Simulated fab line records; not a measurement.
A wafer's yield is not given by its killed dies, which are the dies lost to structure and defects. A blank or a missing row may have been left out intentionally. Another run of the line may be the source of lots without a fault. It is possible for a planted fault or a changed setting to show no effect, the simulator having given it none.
fab line records    flow n5Finfet
[record] lots = 11  wafers = 32  lastDay = 19
route steps=1938 shown GATE_CUT@514 MOL_CONTACT_COAG@542 BEOL_M4@1111 PASSIVATION@1936
lots that met no fault: taken from a fault-free run of the same line
startH: hours from the record's first day to the start of the lot's first wafer shown    waitH: hours elapsed since this lot's preceding step    " the same as in the row above    L1.1+2: several wafers, shown together as one row    - no value present, or no start provided    * or withheld: withheld    < > ~ a bound
route shown NAME@n: names a module that has steps shown in the file, with the first one's number in the route    usual: mean/standard deviation taken from wafers without a fault    same: alike in all rows    chamber/n: place in a boat    sites: the reading at each site    _std_site: their standard deviation    _edge_site: mean of outer sites minus mean of inner sites    radiusMm: how far each site lies from the wafer's centre    mask NAME#n: copy n    behind: the last tool/chamber to shape the wafer    hold: why the lot went on hold/how many hours it stayed there/how the hold came to an end    device: transistor that didn't switch, given as n, p or np    end of line: tests of these same wafers at the route's end    step lacking rows: just its recipe    killed: not the wafer's yield, but the dies lost to structure and defects at the first sort    map: per-die view of a wafer (x killed, . not killed, _ where there is no die)
set.NAME: the setting the step ran with; set.NAME@STEP: the setting that earlier step ran with    model.NAME: the simulator's own value behind a step, which no gauge read
route steps across a sampled set of lots; one table per step, one row per wafer
services: when a tool's chamber went out of use (startH, in hours from the record's first day, below 0 if earlier), for how many hours, and the reason
[[steps]]
[step N5_GATE_CUT_CMP_61]
[recipe] stopOn = SiNx  tOverpolishS = 3  postCmpClean = alkalineBrush  downForcePsi = 4  platenRpm = 27.09  padVelocityMS = 0.539
[usual] motorCurrentA = 12.5/1.4  slurryFlowMlMin = 149.9/0.51
[same] tOverpolishS = 3
lot.wafer  tool    chamber  startH  waitH  motorCurrentA  slurryFlowMlMin
L376.4     cmp-01  2        97.93   0.3    14.8           149.5
L376.2     "       3        "       "      10.5           149.2
L376.5     "       2        "       "      13.4           150.2
L377.4     cmp-03  1        98.33   0.4    13.2           149.8
L377.3     "       2        "       "      12.8           150.3
L377.6     "       1        "       "      12.9           149.7
L378.4     cmp-01  3        107.80  0.4    10.5           150.0
L378.2     "       0        "       "      11.4           149.7
L378.5     "       3        "       "      10.7           150.2
L380.2     cmp-04  2        119.56  0.4    12.8           149.9
L380.1     "       0        "       "      11.0           150.2
L380.6     "       3        "       "      11.0           149.7
L381.2     cmp-01  3        123.51  0.4    10.2           150.0
L381.4     "       0        "       "      11.8           150.8
L381.3     "       2        "       "      13.8           149.9
L383.3     cmp-03  2        134.05  0.4    12.9           150.0
L383.4     "       3        "       "      13.2           150.4
L383.2     "       0        "       "      11.9           149.8
L385.1     cmp-01  1        146.44  0.4    13.7           150.3
L385.2     "       3        "       "      11.0           150.3
L385.4     "       0        "       "      11.4           149.2
L386.4     cmp-04  2        157.86  0.3    14.3           149.5
L386.2     "       3        "       "      10.9           150.0
L394.2     cmp-01  0        205.40  0.3    11.6           150.3
L394.3     "       1        "       "      14.4           150.4
L394.6     "       3        "       "      10.6           149.6
L396.2     cmp-01  3        216.26  0.3    10.0           150.0
L396.6     "       1        "       "      14.7           150.3
L396.5     "       2        "       "      13.4           150.6
L398.1     cmp-04  3        236.35  0.3    10.8           151.1
L398.3     "       0        "       "      10.7           150.2
L398.6     "       2        "       "      13.9           150.1
[step N5_MOL_CONTACT_COAG_PRECLEAN_111]
[recipe] chemistry = NF3:NH3  afsCycles = 1  tempC = 30  timeS = 20  sublimationTempC = 180  sublimationTimeS = 60  pressureTorr = 3  rfPowerW = 30
[usual] tempC = 30.02/0.12  timeS = 20/0
lot.wafer  tool             chamber  startH  waitH  tempC  timeS
L376.2     remotePlasma-02  1        99.24   0.2    30.01  20
L376.4     "                1        "       "      29.97  20
L376.5     "                1        "       "      30.15  20
L377.3     remotePlasma-02  1        100.01  0.2    30.21  20
L377.4     "                1        "       "      30.02  20
L377.6     "                1        "       "      30.14  20
L378.2     remotePlasma-02  0        110.85  1.7    29.87  20
L378.4     "                0        "       "      29.89  20
L378.5     "                0        "       "      30.05  20
L380.1     remotePlasma-02  1        121.94  1.1    30.09  20
L380.2     "                1        "       "      29.93  20
L380.6     "                1        "       "      30.28  20
L381.2     remotePlasma-02  0        125.04  0.2    29.88  20
L381.3     "                0        "       "      29.98  20
L381.4     "                0        "       "      29.83  20
L383.2     remotePlasma-01  1        135.38  0.2    29.99  20
L383.3     "                1        "       "      29.98  20
L383.4     "                1        "       "      29.94  20
L385.1     remotePlasma-02  0        147.74  0.2    30.03  20
L385.2     "                0        "       "      30.03  24.874
L385.4     "                0        "       "      30.18  20
L386.2     remotePlasma-02  0        159.16  0.2    30.15  24.874
L386.4     "                0        "       "      30.16  20
L394.2     remotePlasma-01  0        206.82  0.3    29.95  20
L394.3     "                0        "       "      29.99  20
L394.6     "                0        "       "      29.98  20
L396.2     remotePlasma-01  0        217.70  0.2    29.95  20
L396.5     "                0        "       "      29.86  20
L396.6     "                0        "       "      29.89  20
L398.1     remotePlasma-01  1        237.98  0.2    30.04  20
L398.3     "                1        "       "      29.93  20
L398.6     "                1        "       "      30.21  20
[step N5_MOL_CONTACT_COAG_TI_SIL_19]
[recipe] material = Ti  targetThkA = 42  tempC = 200  chamberPressurePa = 5  powerW = 5000  timeS = 15
[usual] throttleValvePct = 29.9/1.1
lot.wafer  tool           chamber  startH  waitH  throttleValvePct
L376.2     pvdSputter-03  -        99.52   0.3    28.2
L376.4     "              -        "       "      31.3
L376.5     "              -        "       "      30.9
L377.3     pvdSputter-03  -        100.20  0.2    28.4
L377.4     "              -        "       "      28.9
L377.6     "              -        "       "      31.3
L378.2     pvdSputter-03  -        111.15  0.3    28.2
L378.4     "              -        "       "      28.8
L378.5     "              -        "       "      31.1
L380.1     pvdSputter-03  -        122.24  0.3    28.4
L380.2     "              -        "       "      30.7
L380.6     "              -        "       "      28.7
L381.2     pvdSputter-01  -        126.62  1.5    30.0
L381.3     "              -        "       "      30.3
L381.4     "              -        "       "      31.3
L383.2     pvdSputter-02  -        135.61  0.2    28.2
L383.3     "              -        "       "      30.4
L383.4     "              -        "       "      29.2
L385.1     pvdSputter-01  -        148.01  0.2    30.1
L385.2     "              -        "       "      30.1
L385.4     "              -        "       "      30.4
L386.2     pvdSputter-03  -        159.37  0.2    31.1
L386.4     "              -        "       "      31.4
L394.2     pvdSputter-01  -        207.03  0.2    31.3
L394.3     "              -        "       "      30.2
L394.6     "              -        "       "      29.9
L396.2     pvdSputter-01  -        217.87  0.1    31.6
L396.5     "              -        "       "      31.2
L396.6     "              -        "       "      30.2
L398.1     pvdSputter-03  -        238.18  0.2    28.8
L398.3     "              -        "       "      31.4
L398.6     "              -        "       "      31.1
[step N5_MOL_CONTACT_COAG_PRE_CLEAN_142]
[recipe] gas = H2/He  timeS = 60  tempC = 300
[usual] heaterPowerW = 464/27
lot.wafer  tool           chamber  startH  waitH  heaterPowerW
L376.2     pvdSputter-03  -        105.00  1.3    493
L376.4     "              -        "       "      450
L376.5     "              -        "       "      451
L377.3     pvdSputter-02  -        105.18  1.0    454
L377.4     "              -        "       "      490
L377.6     "              -        "       "      477
L378.2     pvdSputter-03  -        116.38  2.2    487
L378.4     "              -        "       "      501
L378.5     "              -        "       "      488
L380.1     pvdSputter-01  -        127.36  2.3    417
L380.2     "              -        "       "      450
L380.6     "              -        "       "      413
L381.2     pvdSputter-03  -        131.83  2.2    493
L381.3     "              -        "       "      466
L381.4     "              -        "       "      517
L383.2     pvdSputter-02  -        139.08  1.1    433
L383.3     "              -        "       "      438
L383.4     "              -        "       "      478
L385.1     pvdSputter-01  -        151.78  0.8    468
L385.2     "              -        "       "      486
L385.4     "              -        "       "      414
L386.2     pvdSputter-01  -        163.26  0.7    470
L386.4     "              -        "       "      489
L394.2     pvdSputter-03  -        211.23  1.2    449
L394.3     "              -        "       "      506
L394.6     "              -        "       "      456
L396.2     pvdSputter-02  -        220.31  0.6    431
L396.5     "              -        "       "      488
L396.6     "              -        "       "      432
L398.1     pvdSputter-01  -        240.65  0.8    498
L398.3     "              -        "       "      413
L398.6     "              -        "       "      462
[step N5_BEOL_M4_RC_MEAS_101]
[usual] DIBL_N = 36.3/1.9  DIBL_P = 36.0/2.1  IOFF_N = 0.16/0.031  IOFF_P = 0.21/0.035  ION_N = 675/14  ION_P = 464/8.5  SS_N = 71.5/0.6  SS_P = 73.3/0.72  VT_N = 250/3.2  VT_P = -250/3.1
lot.wafer  tool       chamber  startH  waitH  DIBL_N[mV/V]  DIBL_P[mV/V]  IOFF_N[nA/um]  IOFF_P[nA/um]  ION_N[uA/um]  ION_P[uA/um]  SS_N[mV/dec]  SS_P[mV/dec]  VT_N[mV]  VT_P[mV]
L376.2     prober-02  0        173.52  0.2    33.9          34.2          0.12           0.18           658           458           71.0          72.4          252       -251
L376.4     "          0        "       "      36.2          36.9          0.16           0.23           668           462           71.5          73.3          250       -248
L376.5     "          0        "       "      35.7          35.3          0.14           0.21           656           454           70.8          72.4          252       -249
L377.3     prober-01  0        174.19  0.3    33.5          31.3          0.11           0.14           649           443           70.3          72.5          254       -258
L377.4     "          0        "       "      37.7          36.1          0.17           0.20           662           455           72.0          73.5          253       -252
L377.6     "          0        "       "      34.6          32.5          0.13           0.15           664           452           71.9          72.4          253       -256
L378.2     prober-01  0        183.01  0.2    34.5          36.0          0.14           0.19           691           475           70.4          73.7          249       -252
L378.4     "          0        "       "      34.5          36.8          0.14           0.20           673           464           70.9          74.3          251       -250
L378.5     "          0        "       "      39.1          41.7          0.24           0.29           698           470           71.9          74.9          242       -247
L380.1     prober-01  0        192.67  0.0    34.9          35.4          0.14           0.21           667           468           71.2          72.8          249       -248
L380.2     "          0        "       "      33.6          34.7          0.13           0.20           671           470           71.3          72.7          250       -248
L380.6     "          0        "       "      33.5          34.3          0.14           0.21           681           480           71.0          72.3          249       -247
L381.2     prober-02  0        198.42  0.2    39.9          40.2          0.22           0.26           692           471           72.2          75.1          247       -246
L381.3     "          0        "       "      38.3          37.8          0.18           0.23           689           473           71.7          73.6          247       -246
L381.4     "          0        "       "      37.1          35.9          0.17           0.21           701           477           71.5          74.6          246       -248
L383.2     prober-01  0        202.23  0.2    33.6          31.7          0.10           0.16           667           464           70.8          71.8          257       -254
L383.3     "          0        "       "      36.4          35.0          0.14           0.21           675           462           72.4          72.9          252       -248
L383.4     "          0        "       "      35.0          34.1          0.12           0.20           663           462           70.9          72.1          255       -249
L385.1     prober-01  0        214.27  0.0    35.1          35.4          0.14           0.20           681           474           71.3          72.9          250       -250
L385.2     "          0        "       "      34.2          34.7          0.13           0.19           668           459           71.3          73.1          254       -251
L385.4     "          0        "       "      34.3          32.9          0.11           0.15           656           449           71.3          72.6          259       -254
L396.2     prober-02  0        288.12  0.2    38.4          36.3          0.17           0.21           663           453           72.6          73.2          250       -250
L396.5     "          0        "       "      35.6          34.7          0.12           0.19           668           464           71.1          73.2          252       -251
L396.6     "          0        "       "      38.0          37.4          0.16           0.22           676           460           72.0          74.0          248       -246
L386.2     prober-01  0        295.61  0.2    38.0          36.9          0.18           0.25           688           464           71.5          73.6          248       -250
L386.4     "          0        "       "      39.8          38.6          0.22           0.28           686           470           72.1          74.4          247       -246
L394.2     prober-01  0        321.02  0.2    36.4          36.4          0.18           0.21           668           460           72.1          73.0          249       -249
L394.3     "          0        "       "      36.8          38.3          0.19           0.24           685           466           71.9          74.0          247       -248
L394.6     "          0        "       "      36.2          37.6          0.18           0.25           681           469           71.6          74.3          246       -246
L398.1     prober-01  0        340.67  0.0    36.2          36.7          0.15           0.21           668           460           71.1          73.1          250       -249
L398.3     "          0        "       "      36.5          36.7          0.15           0.21           668           458           70.7          73.2          251       -248
L398.6     "          0        "       "      36.9          37.3          0.16           0.21           665           457           71.4          74.1          251       -250
[step N5_PASSIVATION_PROBE_49]
[usual] defectLimitedYield = 91.0/1.5  killed_at_M0_to_M3 = 32/9.6  killed_at_M4_up = 13/4.7  killedAtContacts = 13/7.2  killedAtFrontEnd = 44/13  killedAtOther = 4/3.4  killedDies = 106/18  killedOnRim = 14/4.2  killedOpen = 70/13  killedShort = 35/8  sort_bin_5_function = 5.3/0.97  sort_bin_6_memory = 3.4/0.73  sortNPass = 1074/18  sortYieldPct = 91.0/1.5
[same] grossDies = 1180  killedAtBackSide = 0  sort_bin_4_leakage[%] = 0  sort_bin_8_speed[%] = 0
lot.wafer  tool       chamber  startH  waitH  defectLimitedYield[%]  killed_at_M0_to_M3  killed_at_M4_up  killedAtContacts  killedAtFrontEnd  killedAtOther  killedDies  killedOnRim  killedOpen  killedShort  sort_bin_5_function[%]  sort_bin_6_memory[%]  sortNPass  sortYieldPct[%]
L376.2     prober-01  -        258.65  0.1    90.3                   38                  14               19                44                0              115         10           74          41           5.3                     3.9                   1065       90.3
L376.4     prober-01  -        258.75  0.2    92.5                   27                  10               12                37                3              89          15           57          30           3.9                     3.4                   1091       92.5
L376.5     prober-01  -        258.80  0.2    93.0                   19                  13               15                35                1              83          12           65          18           3.6                     3.2                   1097       93.0
L378.2     prober-02  -        260.82  0.1    87.5                   37                  13               24                71                2              147         14           106         41           6.8                     5.2                   1033       87.5
L378.4     prober-02  -        260.92  0.2    90.0                   30                  20               13                47                8              118         16           78          39           6.1                     3.6                   1062       90.0
L378.5     prober-02  -        260.97  0.2    91.1                   23                  13               14                49                6              105         17           66          39           5.9                     2.5                   1075       91.1
L380.1     prober-02  -        272.64  0.0    91.5                   27                  14               13                44                2              100         11           64          35           5.1                     3.1                   1080       91.5
L380.2     prober-02  -        272.69  0.1    92.5                   27                  11               6                 42                2              88          13           51          36           4.4                     2.6                   1092       92.5
L380.6     prober-02  -        272.89  0.3    90.1                   29                  17               13                56                2              117         16           82          33           5.9                     3.6                   1063       90.1
L381.2     prober-02  -        279.61  0.1    91.7                   19                  15               19                33                12             98          12           64          34           4.5                     3.5                   1082       91.7
L381.3     prober-02  -        279.66  0.1    91.3                   21                  14               12                47                9              103         13           67          35           4.3                     4.1                   1077       91.3
L381.4     prober-02  -        279.71  0.2    93.1                   18                  16               21                25                2              82          9            56          26           4.2                     2.5                   1098       93.1
L385.1     prober-02  -        296.23  0.3    89.7                   34                  13               29                46                0              122         14           81          41           6.5                     3.6                   1058       89.7
L385.2     prober-02  -        296.28  0.3    90.9                   51                  9                16                24                7              107         12           72          35           5.5                     3.5                   1073       90.9
L385.4     prober-02  -        296.38  0.4    91.7                   26                  19               15                35                3              98          18           68          30           4.4                     3.8                   1082       91.7
L386.2     prober-01  -        402.45  0.1    87.9                   35                  13               5                 90                0              143         16           104         37           8.1                     3.6                   1037       87.9
L386.4     prober-01  -        402.55  0.2    88.1                   29                  18               7                 87                0              141         14           98          40           7.4                     4.2                   1039       88.1
// killed by level:class
L376.2 FIN_SAQP:geometricParticle:short=14 MOL_CONTACT_COAG:geometricParticle:open=14 BEOL_M4:geometricParticle:open=10 BEOL_M2:geometricParticle:open=8 FIN_SAQP:geometricParticle:open=7 BEOL_M3:geometricParticle:open=7 GATE_CUT:geometricParticle:short=6 BEOL_M1:geometricParticle:open=6
L376.4 BEOL_M2:geometricParticle:open=15 MOL_CONTACT_COAG:geometricParticle:open=7 STI_FIN_REVEAL:geometricParticle:open=6 FIN_SAQP:geometricParticle:open=6 BEOL_M3:geometricParticle:open=6 MOL_CONTACT_COAG:geometricParticle:short=5 STARTING-WAFER:geometricParticle:short=5 FIN_SAQP:geometricParticle:short=4
L376.5 MOL_CONTACT_COAG:geometricParticle:open=13 FIN_SAQP:geometricParticle:open=12 BEOL_M4:geometricParticle:open=9 FIN_SAQP:geometricParticle:short=8 BEOL_M3:geometricParticle:open=8 BEOL_M2:geometricParticle:open=6 STI_FIN_REVEAL:geometricParticle:open=3 DUMMY_GATE:geometricParticle:open=3
L378.2 MOL_CONTACT_COAG:geometricParticle:open=20 FIN_SAQP:geometricParticle:open=19 STI_FIN_REVEAL:geometricParticle:open=15 FIN_SAQP:geometricParticle:short=14 BEOL_M3:geometricParticle:open=10 BEOL_M0_SAQP:geometricParticle:open=9 BEOL_M4:geometricParticle:open=7 BEOL_M2:geometricParticle:open=6
L378.4 MOL_CONTACT_COAG:geometricParticle:open=12 FIN_SAQP:geometricParticle:open=10 BEOL_M0_SAQP:geometricParticle:open=10 BEOL_M4:geometricParticle:open=10 STI_FIN_REVEAL:geometricParticle:open=5 FIN_SAQP:geometricParticle:short=4 STI_FIN_REVEAL:geometricParticle:short=4 DUMMY_GATE:geometricParticle:open=4
L378.5 FIN_SAQP:geometricParticle:open=17 MOL_CONTACT_COAG:geometricParticle:open=11 BEOL_M0_SAQP:geometricParticle:open=7 FIN_SAQP:geometricParticle:short=6 STI_FIN_REVEAL:geometricParticle:open=6 GATE_CUT:geometricParticle:short=6 BEOL_M0_SAQP:geometricParticle:short=5 BEOL_M2:geometricParticle:open=5
L380.1 STI_FIN_REVEAL:geometricParticle:open=9 MOL_CONTACT_COAG:geometricParticle:open=9 BEOL_M3:geometricParticle:open=8 BEOL_M0_SAQP:geometricParticle:open=7 FIN_SAQP:geometricParticle:short=6 BEOL_M2:geometricParticle:open=6 GATE_CUT:geometricParticle:short=6 STARTING-WAFER:geometricParticle:short=6
L380.2 STI_FIN_REVEAL:geometricParticle:open=10 FIN_SAQP:geometricParticle:short=8 BEOL_M0_SAQP:geometricParticle:short=8 FIN_SAQP:geometricParticle:open=7 BEOL_M0_SAQP:geometricParticle:open=6 BEOL_M2:geometricParticle:open=5 STARTING-WAFER:geometricParticle:short=5 BEOL_M4:geometricParticle:open=4
L380.6 STI_FIN_REVEAL:geometricParticle:open=28 BEOL_M0_SAQP:geometricParticle:open=10 MOL_CONTACT_COAG:geometricParticle:open=9 BEOL_M4:geometricParticle:open=9 BEOL_M0_SAQP:geometricParticle:short=8 FIN_SAQP:geometricParticle:open=6 FIN_SAQP:geometricParticle:short=5 GATE_CUT:geometricParticle:short=4
L381.2 MOL_CONTACT_COAG:geometricParticle:open=15 FIN_SAQP:geometricParticle:open=8 BEOL_M0_SAQP:geometricParticle:open=8 FIN_SAQP:geometricParticle:short=6 DUMMY_GATE:geometricParticle:open=6 BEOL_M4:geometricParticle:short=5 BEOL_M4:geometricParticle:open=5 MOL_CONTACT_COAG:geometricParticle:short=4
L381.3 STI_FIN_REVEAL:geometricParticle:open=10 MOL_CONTACT_COAG:geometricParticle:open=8 FIN_SAQP:geometricParticle:open=7 GATE_CUT:geometricParticle:short=5 GATE_CUT:geometricParticle:open=5 BEOL_M0_SAQP:geometricParticle:open=5 BEOL_M0_SAQP:geometricParticle:short=5 FIN_SAQP:geometricParticle:short=4
L381.4 MOL_CONTACT_COAG:geometricParticle:open=16 BEOL_M4:geometricParticle:open=9 FIN_SAQP:geometricParticle:open=6 BEOL_M4:geometricParticle:short=6 GATE_CUT:geometricParticle:open=6 MOL_CONTACT_COAG:geometricParticle:short=5 BEOL_M0:geometricParticle:open=4 STI_FIN_REVEAL:geometricParticle:open=3
L385.1 MOL_CONTACT_COAG:geometricParticle:open=25 FIN_SAQP:geometricParticle:short=15 FIN_SAQP:geometricParticle:open=13 BEOL_M4:geometricParticle:open=10 BEOL_M0_SAQP:geometricParticle:open=10 BEOL_M0_SAQP:geometricParticle:short=9 BEOL_M3:geometricParticle:open=9 STARTING-WAFER:geometricParticle:short=7
L385.2 BEOL_M3:geometricParticle:open=13 MOL_CONTACT_COAG:geometricParticle:open=13 BEOL_M0_SAQP:geometricParticle:open=11 BEOL_M0_SAQP:geometricParticle:short=11 FIN_SAQP:geometricParticle:open=7 BEOL_M1:geometricParticle:open=6 FIN_SAQP:geometricParticle:short=5 BEOL_M2:geometricParticle:open=4
L385.4 MOL_CONTACT_COAG:geometricParticle:open=14 FIN_SAQP:geometricParticle:open=9 FIN_SAQP:geometricParticle:short=8 BEOL_M4:geometricParticle:open=8 BEOL_M0_SAQP:geometricParticle:short=6 BEOL_M3:geometricParticle:open=6 STI_FIN_REVEAL:geometricParticle:open=5 BEOL_M0_SAQP:geometricParticle:open=4
L386.2 FIN_SAQP:geometricParticle:open=30 STI_FIN_REVEAL:geometricParticle:open=18 BEOL_M0_SAQP:geometricParticle:open=16 FIN_SAQP:geometricParticle:short=12 BEOL_M1:geometricParticle:open=9 BEOL_M4:geometricParticle:open=7 DUMMY_GATE:geometricParticle:open=5 BEOL_M0_SAQP:geometricParticle:short=5
L386.4 FIN_SAQP:geometricParticle:open=19 DUMMY_GATE:geometricParticle:open=17 STI_FIN_REVEAL:geometricParticle:open=15 FIN_SAQP:geometricParticle:short=14 BEOL_M4:geometricParticle:open=10 BEOL_M0_SAQP:geometricParticle:open=9 GATE_CUT:geometricParticle:short=5 BEOL_M0_SAQP:geometricParticle:short=5
[[services]]
tool           chamber  startH  hours  kind
cmp-04         -        84.65   1.4    repair
cmp-03         -        90.52   1.1    repair
cmp-04         -        93.13   3.8    repair
pvdSputter-01  -        95.01   3.0    repair
pvdSputter-02  -        100.00  1.3    repair
cmp-04         -        104.29  4.8    pm
cmp-04         -        110.98  0.7    repair
cmp-03         -        153.60  5.6    pm
cmp-01         -        156.94  4.0    pm
cmp-01         -        160.94  -      consumableReplace:conditioner
cmp-01         -        160.94  -      consumableReplace:pad
cmp-04         -        179.71  17.3   pm
cmp-01         -        180.89  3.8    repair
cmp-04         -        208.65  19.4   repair
cmp-01         -        224.40  0.8    repair
cmp-01         -        231.27  3.5    pm
[[key]]
[firstSign] step = N5_MOL_CONTACT_COAG_PRECLEAN_111  reading = timeS  direction = up  sigmas = 99+  usual = *  struck = *
effect none on later readings
metAt N5_MOL_CONTACT_COAG_PRECLEAN_111
struckLots L385,L386
struckWafers L385.2,L386.2
notActingAt N5_GATE_CUT_CMP_61,N5_MOL_CONTACT_COAG_TI_SIL_19,N5_MOL_CONTACT_COAG_PRE_CLEAN_142
onsetBetween 125.04 147.74
[fault] kind = processParameterDrift  tool = remotePlasma-02  chamber = -  onsetH = 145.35  steps = N5_MOL_CONTACT_COAG_PRECLEAN_111  channel = timeS  offset = *  shape = step  endH = 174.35  scope = struckWafersOnly  actsIn = *  stated = *
